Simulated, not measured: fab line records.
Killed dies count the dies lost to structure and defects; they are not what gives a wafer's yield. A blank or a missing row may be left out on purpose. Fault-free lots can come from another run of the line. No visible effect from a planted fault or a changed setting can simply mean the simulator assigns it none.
A struck lot beside a sound one | flow n5 finfet | 37 steps out of a route of 1938
Sound: these wafers, L512.2, L512.3, L512.5. Struck: wafer L519.2; the same lot's L519.5 was not struck, so it is left out; see the end for the cause.
Each step with rows lists, per side, the tool, then ch with its chambers, then its first start. Under that, the readings that differ: sound wafers | struck wafers | difference of the means | sigmas: that difference in standard deviations of wafers without a fault.
alike: a reading whose means differ by less than 2 such deviations, as well as words and numbers matching on both sides. not compared: withheld readings; readings where some wafer has no value; bounds like >300 that might hide an equal value; numbers whose values overlap and for which the record gives no deviation.
The two part at a step that has a row with sigmas, a row that says differs or no value, or rows on one side only. When numbers do not overlap yet have no deviation, they are printed without sigmas and do not part them. A reading missing from all wafers of one side parts the sides only when that side holds two or more wafers.

first, 9 steps without rows for these wafers: N5_BEOL_M6_ALD_77 (deposits TaN, target thk 2 nm, pulse time 2 s, purge time 3 s); N5_BEOL_M6_SURFACE_TREAT_79; N5_BEOL_M6_CVD_78 (deposits Co from CCTBA/H2, target thk 2 nm, time 142.3 s); N5_BEOL_M6_SPUTTER_48 (material Cu, target thk 10 nm, time 1.667 s); N5_BEOL_M6_ECD_50 (material Cu, target thk 300 nm); N5_BEOL_M6_ANNEAL_51 (time 90 s); N5_BEOL_M6_CMP_52 (polishes, stops on SiCOH lowk, t overpolish 6.9 s, target thk 80 nm); N5_BEOL_M6_PRE_CLEAN_55 (time 15 s); N5_BEOL_M6_DEP_56 (deposits SiCN from 3MS/NH3, target thk 10 nm, time 17.5 s).
N5_BEOL_M7_ILD_DEP_00: deposits SiCOH lowk from DEMS/porogen, target thk 179.75 nm, time 33.4 s.
  sound on pecvd-03 ch 1,2, day 12 13:20; struck on pecvd-03 ch 1, day 14 17:40
  reading                                            | sound           | struck | difference | sigmas
  model.SiCOH_lowk_of_BEOL_M7_ILD_DEP_00.thk nm (nm) | 176 173.4 177.8 | 169.6  | -6.1       |
  alike: heater power w, showerhead plenum p Torr, throttle valve pct
then, 1 step without rows for these wafers: N5_BEOL_M7_CURE_74 (cures SiCOH lowk, time 240 s).
N5_BEOL_M7_THK_MEAS_01:
  sound: film metro-02 at day 12 13:55; struck: film metro-02 at day 14 18:15
  reading         | sound             | struck | difference | sigmas
  M7_ILD_THK (nm) | 151.7 149.5 153.4 | 146.1  | -5.4       | -2
then, 23 steps without rows for these wafers: N5_BEOL_M7_PECVD_70 (deposits SiO2 from TEOS/O2, target thk 20 nm, time 22.7 s); N5_BEOL_M7_HM_DEP_02 (deposits TiN, target thk 20 nm); N5_BEOL_M7_COAT_59 (time 60 s, resist thk 100 nm); N5_BEOL_M7_COAT_60 (time 60 s, resist thk 35 nm); N5_BEOL_M7_COAT_05 (resist thk 90 nm); N5_BEOL_M7_EBR_07; N5_BEOL_M7_SOFTBAKE_06 (time 60 s); N5_BEOL_M7_EXPOSE_08 (exposes mask M7); N5_BEOL_M7_PEB_09 (peb time 60 s); N5_BEOL_M7_DEVELOP_10 (develop time 30 s); N5_BEOL_M7_DESCUM_16 (chemistry O2, time 7.9 s); N5_BEOL_M7_ETCH_61 (etches SiARC in CF4, target depth 45.5 nm, time 75.8 s); N5_BEOL_M7_ETCH_62 (etches SOC in N2/H2, target depth 110 nm, overetch 22 nm, time 165 s); N5_BEOL_M7_STRIP_68 (strips in N2/H2); N5_BEOL_M7_STRIP_67 (strips in CF4); N5_BEOL_M7_HM_OPEN_17 (chemistry Cl2/BCl3, target TiN, target depth 20 nm, overetch 6 nm); N5_BEOL_M7_STRIP_19 (strips in O2); N5_BEOL_M7_COAT_63 (time 60 s, resist thk 60 nm); N5_BEOL_M7_COAT_64 (time 60 s, resist thk 12 nm); N5_BEOL_M7_COAT_71 (time 60 s, resist thk 5 nm); N5_BEOL_M7_COAT_22 (resist thk 30 nm); N5_BEOL_M7_EBR_24; N5_BEOL_M7_SOFTBAKE_23 (time 60 s).
N5_BEOL_M7_CMP_52: polishes, stops on SiCOH lowk, t overpolish 6.9 s, target thk 80 nm.
  sound on cmp-02 ch 0,3, day 12 19:58; struck on cmp-03 ch 0, day 15 01:16
  reading                                            | sound             | struck | difference | sigmas
  model.SiCOH_lowk_of_BEOL_M7_ILD_DEP_00.thk nm (nm) | 148.8 146.4 150.4 | 143    | -6         |
  alike: barrier field endpoint s, motor current A, overpolish run s, platen rpm, time to endpoint s
-- here the record skips 3 days between the struck wafers' starts before and after, leaving off in module BEOL_M7 and picking up in module PASSIVATION (first step shown: number 1936 of the route) --
N5_PASSIVATION_PROBE_49:
  only the struck wafers here have rows in the record (prober-01, day 18 08:19); the sound ones have none

WHERE THEY PART
First at N5_BEOL_M7_THK_MEAS_01; last, within this record, at N5_PASSIVATION_PROBE_49.

WHY: what had been put in by the simulator
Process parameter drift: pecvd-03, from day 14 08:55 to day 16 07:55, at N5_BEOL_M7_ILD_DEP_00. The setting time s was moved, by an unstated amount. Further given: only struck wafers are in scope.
